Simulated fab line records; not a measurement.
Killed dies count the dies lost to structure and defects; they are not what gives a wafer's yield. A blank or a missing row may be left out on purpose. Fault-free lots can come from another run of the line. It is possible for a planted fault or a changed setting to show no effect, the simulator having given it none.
A lot that was struck, set against a sound lot    flow n5_finfet    38 out of 1938 route steps
Sound: the wafers L734.3, L734.4, L734.6. Struck: wafer L740.4 (left out: L740.1, L740.3 of the same lot, which were not struck); the cause appears at the end.
Order at every step that has rows: each side's tool, ch and its chambers, its first start. Under that, the readings that differ: sound wafers    struck wafers    difference of the means    sigmas: that difference in standard deviations of wafers without a fault.
alike: words and numbers the same on both sides, and readings whose means are apart by under 2 such deviations; not compared: readings that were withheld, readings missing a value for some wafer, numbers with overlapping values and no deviation given by the record, and bounds like >300 which may hide the same value.
The two part at a step that has a row with sigmas, a row that says differs or no value, or rows on one side only. Non-overlapping numbers with no deviation appear without sigmas and do not part them. Lack of a reading on every wafer of one side parts them only where that side has two or more wafers.

first, 9 steps without rows for these wafers: N5_BEOL_M14_PRE_CLEAN_42 (time 30 s); N5_BEOL_M14_SPUTTER_43 (material TaN, target thk 15 nm, time 24.19 s); N5_BEOL_M14_SPUTTER_44 (material Ta, target thk 15 nm, time 24.19 s); N5_BEOL_M14_SPUTTER_45 (material Cu, target thk 100 nm, time 16.67 s); N5_BEOL_M14_ECD_47 (material Cu, target thk 1248 nm); N5_BEOL_M14_ANNEAL_48 (time 90 s); N5_BEOL_M14_CMP_49 (polishes, stops on SiO2, t overpolish 5.2 s, target thk 560 nm); N5_BEOL_M14_PRE_CLEAN_52 (time 15 s); N5_BEOL_M14_DEP_53 (deposits SiCN from 3MS/NH3, target thk 50 nm, time 17.8 s).
N5_BEOL_M15_ILD_DEP_00: deposits SiO2 from TEOS/O2, target thk 1629.3 nm, time 346.1 s.
  sound on pecvd-02 ch 0,2, day 11 19:48; struck on pecvd-02 ch 2, day 13 22:46
reading                                        sound              struck  difference  sigmas
run_length_s (s)                               387.9 388.0 387.9  307.1   -80.8       -99 or more
model.SiO2_of_BEOL_M15_ILD_DEP_00.thk_nm (nm)  1632 1608 1648     1276    -353        
  alike: chamber_pressure_Torr, heater_power_w, showerhead_plenum_p_Torr, throttle_valve_pct
N5_BEOL_M15_THK_MEAS_01:
  sound on film_metro-02 at day 11 20:03; struck on film_metro-02 at day 13 23:01
reading           sound           struck  difference  sigmas
M15_ILD_THK (nm)  1633 1607 1647  1275    -354        -18
then, 10 steps without rows for these wafers: N5_BEOL_M15_COAT_58 (time 60 s, resist thk 89 nm); N5_BEOL_M15_COAT_04 (resist thk 800 nm); N5_BEOL_M15_EBR_06; N5_BEOL_M15_SOFTBAKE_05 (time 60 s); N5_BEOL_M15_EXPOSE_07 (exposes mask V14); N5_BEOL_M15_PEB_08 (peb time 90 s); N5_BEOL_M15_DEVELOP_09 (develop time 45 s); N5_BEOL_M15_HARDBAKE_14 (time 120 s); N5_BEOL_M15_DESCUM_15 (chemistry O2, time 7.9 s); N5_BEOL_M15_ETCH_59 (etches BARC in N2/H2, target depth 89 nm, overetch 26.7 nm, time 67.9 s).
N5_BEOL_M15_VIA_ETCH_16: etches SiO2 in C4F8/O2/Ar, target depth 1792.2 nm.
  sound on rie_diel-04 ch 0,2,3, day 11 20:39; struck on rie_diel-06 ch 1, day 13 23:29
reading                                     sound              struck  difference  sigmas
model.etch.depth_nm (nm)                    1632 1608 1648     1276    -353        
model.coat_of_BEOL_M15_COAT_04.thk_nm (nm)  333.8 332.2 327.6  418.4   +87.2       
  alike: drypump_motor_current_A, mfc_ar_sccm, oes_product_au, rf_vpp_V, showerhead_plenum_p_Torr, throttle_valve_pct
then, 4 steps without rows for these wafers: N5_BEOL_M15_STRIP_63 (strips in O2); N5_BEOL_M15_STRIP_64 (strips in O2); N5_BEOL_M15_STRIP_65 (strips in post etch residue remover, time 60 s); N5_BEOL_M15_SRD_66 (time 30 s, dry time 30 s).
N5_BEOL_M15_CD_MEAS_17: the cd target is 360 nm.
  sound on cd_sem-02 at day 11 21:04; struck on cd_sem-03 at day 13 23:54
reading     sound              struck  difference  sigmas
cd_nm (nm)  360.6 359.1 359.9  355.6   -4.3        -3
then, 9 steps without rows for these wafers: N5_BEOL_M15_COAT_56 (time 60 s, resist thk 550 nm); N5_BEOL_M15_ETCH_57 (etches SOC in N2/H2, time 750 s); N5_BEOL_M15_COAT_60 (time 60 s, resist thk 89 nm); N5_BEOL_M15_COAT_22 (resist thk 800 nm); N5_BEOL_M15_EBR_24; N5_BEOL_M15_SOFTBAKE_23 (time 60 s); N5_BEOL_M15_EXPOSE_25 (exposes mask M15, target cd 400 nm); N5_BEOL_M15_PEB_26 (peb time 90 s); N5_BEOL_M15_DEVELOP_27 (develop time 45 s).
N5_BEOL_M15_CMP_49: polishes, stops on SiO2, t overpolish 4.9 s, target thk 850 nm.
  sound on cmp-03 ch 1,3, day 12 01:52; struck on cmp-03 ch 0, day 14 04:01
reading                                        sound           struck  difference  sigmas
model.SiO2_of_BEOL_M15_ILD_DEP_00.thk_nm (nm)  1555 1530 1570  1197    -355        
  alike: clearing_platen_down_force_psi, motor_current_A, slurry_flow_ml_min
N5_PASSIVATION_PROBE_49:
  sound wafers here have rows in the record (prober-02, day 12 17:49); struck ones have none

## WHERE THEY PART
At N5_BEOL_M15_ILD_DEP_00 first; at N5_PASSIVATION_PROBE_49 last (within this record only).

WHY: what had been put in by the simulator
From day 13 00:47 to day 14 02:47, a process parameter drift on pecvd-02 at N5_BEOL_M15_ILD_DEP_00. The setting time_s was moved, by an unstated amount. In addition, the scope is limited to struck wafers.
